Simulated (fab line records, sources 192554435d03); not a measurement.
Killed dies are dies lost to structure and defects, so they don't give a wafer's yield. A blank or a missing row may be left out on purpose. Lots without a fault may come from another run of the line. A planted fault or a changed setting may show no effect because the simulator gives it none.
Split-lot experiment | flow n5_finfet | 7 lots, 39 wafers read, on a route of 1938 steps

THE SPLIT
At N5_GATE_CUT_HM_DEP_46 (deposits SiO2 from TEOS/O2, target thk 130 nm, time 26.6 s), the setting time_s was moved away from the recipe's 26.6 s on 18 of the 39 wafers read, by -14.7% to +12.4%. The other wafers ran this setting at the recipe's value.

FROM THE SPLIT TO THE READING: what the file shows between them, 9 steps
- N5_GATE_CUT_COAT_34: time 60 s, resist thk 60 nm
- N5_GATE_CUT_COAT_35: time 60 s, resist thk 10 nm
- N5_GATE_CUT_STRIP_38: strips in N2/H2
- N5_GATE_CUT_STRIP_39: strips in N2/H2
- N5_GATE_CUT_HM_OPEN_40: chemistry C4F6/O2, target SiO2, target depth 139 nm, time 85.1 s
- N5_GATE_CUT_STRIP_41: strips in CF4
- N5_GATE_CUT_STRIP_42: strips in O2
- N5_GATE_CUT_ALD_22: deposits SiNx, target thk 16 nm, pulse time 1 s, ald cycles 320
- N5_GATE_CUT_CMP_23: polishes, stops on SiO2, t overpolish 23.4 s, target thk 16 nm

THE READING
GC_FILL_THK, in nm, at N5_GATE_CUT_THK_MEAS_24. Fault-free wafers of this fab line usually give 220.1 nm, standard deviation 2.2 nm.

wafer  | tool, chamber at the split | time_s as run, s | against the recipe | GC_FILL_THK, nm | against lot-mates on the recipe
L077.1 | pecvd-01, 1                | 26.6             | recipe             | 220.3           | -
L077.2 | pecvd-01, 0                | 29.89            | +12.4%             | 231.2           | +10.0
L077.3 | pecvd-01, 2                | 29.89            | +12.4%             | 236.3           | +15.1
L077.4 | pecvd-01, 1                | 26.6             | recipe             | 223.1           | -
L077.5 | pecvd-01, 0                | 26.6             | recipe             | 220.2           | -
L077.6 | pecvd-01, 2                | 29.89            | +12.4%             | 237.7           | +16.5
L081.1 | pecvd-03, 2                | 26.6             | recipe             | 223.1           | -
L081.2 | pecvd-03, 0                | 26.6             | recipe             | 217.2           | -
L081.6 | pecvd-03, 0                | 26.6             | recipe             | 223.5           | -
L083.1 | pecvd-03, 1                | 26.6             | recipe             | 215.7           | -
L083.2 | pecvd-03, 2                | 27.95            | +5.1%              | 224.6           | +6.2
L083.3 | pecvd-03, 0                | 27.95            | +5.1%              | 224.6           | +6.2
L083.4 | pecvd-03, 0                | 26.6             | recipe             | 220.0           | -
L083.5 | pecvd-03, 2                | 27.95            | +5.1%              | 227.5           | +9.1
L083.6 | pecvd-03, 1                | 26.6             | recipe             | 219.6           | -
L085.1 | pecvd-03, 2                | 23.32            | -12.3%             | 202.5           | -17.2
L085.2 | pecvd-03, 1                | 26.6             | recipe             | 219.6           | -
L085.3 | pecvd-03, 2,1              | 26.6             | recipe             | 220.0           | -
L085.4 | pecvd-03, 2,1              | 26.6             | recipe             | 219.6           | -
L085.5 | pecvd-03, 2                | 23.32            | -12.3%             | 206.3           | -13.4
L085.6 | pecvd-03, 1                | 23.32            | -12.3%             | 205.9           | -13.8
L088.1 | pecvd-01, 0                | 22.7             | -14.7%             | 198.6           | -20.2
L088.2 | pecvd-01, 1                | 22.7             | -14.7%             | 200.5           | -18.3
L088.3 | pecvd-01, 2                | 26.6             | recipe             | 217.1           | -
L088.4 | pecvd-01, 1                | 26.6             | recipe             | 220.8           | -
L088.5 | pecvd-01, 2                | 22.7             | -14.7%             | 200.5           | -18.3
L088.6 | pecvd-01, 0                | 26.6             | recipe             | 218.5           | -
L091.1 | pecvd-01, 1                | 23.38            | -12.1%             | 204.5           | -16.2
L091.2 | pecvd-01, 0                | 23.38            | -12.1%             | 204.5           | -16.2
L091.3 | pecvd-01, 2                | 26.6             | recipe             | 219.4           | -
L091.4 | pecvd-01, 0                | 26.6             | recipe             | 220.8           | -
L091.5 | pecvd-01, 1                | 26.6             | recipe             | 221.9           | -
L091.6 | pecvd-01, 2                | 23.38            | -12.1%             | 206.7           | -14.0
L093.1 | pecvd-03, 1                | 23.61            | -11.2%             | 206.6           | -14.2
L093.2 | pecvd-03, 2                | 26.6             | recipe             | 220.1           | -
L093.3 | pecvd-03, 0                | 23.61            | -11.2%             | 203.7           | -17.1
L093.4 | pecvd-03, 0                | 26.6             | recipe             | 219.5           | -
L093.5 | pecvd-03, 1                | 26.6             | recipe             | 222.8           | -
L093.6 | pecvd-03, 2                | 23.61            | -11.2%             | 207.6           | -13.2
Where a row lists several chambers, the file gives one row for several wafers and doesn't say which wafer went through which chamber.

THE FIT
A straight line over all 39 wafers: GC_FILL_THK changes by +1.26 nm for each +1% of time_s; r = +0.98; the points scatter about the line by 2 nm.
The same after taking each lot's own level away (the mean of its wafers on the recipe; 39 wafers): +1.24 nm for each +1%; r = +0.98; scatter 1.8 nm.
On that fit, the largest move of time_s shifts the reading by 18 nm.
The lots' own levels span 218.43 to 221.27 nm, that is 1.3 times the standard deviation above.
So the lot-to-lot level changes the slope little: the two slopes agree.
Check: with one of the wafers moved furthest among these (-14.7%) left out of the fit, the line predicts -18.2 nm for it against its lot-mates. It came out at -20.2 nm against them.

OTHER SPLITS ON THESE WAFERS
These wafers also went through other splits before the reading. Each is held against what the fit with the lots' levels taken away leaves over:
other split on the same wafers | wafers away from the commonest value | r with GC_FILL_THK (lot level and that fit taken away)
N5_SPACER0_ALD_08 target_thk_a | 15                                   | +0.06

THE WHOLE CHAIN: every reading that the file lists as answering this split, in the file's order
step                    | what it does                                                     | reading                                                                            | change (the file's fit)                | r (the file's)
N5_GATE_CUT_HM_DEP_46   | deposits SiO2 from TEOS/O2, target thk 130 nm, time 26.6 s       | SiO2_of_GATE_CUT_HM_DEP_46.thk_nm (the simulator's own value, which no gauge read) | +1.23 nm for each +1% of the setting   | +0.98
N5_GATE_CUT_HM_OPEN_40  | chemistry C4F6/O2, target SiO2, target depth 139 nm, time 85.1 s | etch_rf_on_time_s                                                                  | withheld for each +1% of the setting   | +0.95
N5_GATE_CUT_HM_OPEN_40  | chemistry C4F6/O2, target SiO2, target depth 139 nm, time 85.1 s | etch.depth_nm (the simulator's own value, which no gauge read)                     | +1.23 nm for each +1% of the setting   | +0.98
N5_GATE_CUT_HM_OPEN_40  | chemistry C4F6/O2, target SiO2, target depth 139 nm, time 85.1 s | SOC_of_GATE_CUT_COAT_34.thk_nm (the simulator's own value, which no gauge read)    | -0.25 nm for each +1% of the setting   | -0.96
N5_GATE_CUT_THK_MEAS_24 |                                                                  | GC_FILL_THK                                                                        | +1.25 for each +1% of the setting      | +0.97
N5_GATE_CUT_CMP_43      | polishes SiO2                                                    | SiO2_of_GATE_CUT_HM_DEP_46.thk_nm (the simulator's own value, which no gauge read) | +0.0591 nm for each +1% of the setting | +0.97

THE FILE'S OWN FIT
GC_FILL_THK changes by +1.25 nm for each +1% of time_s, r = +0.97.
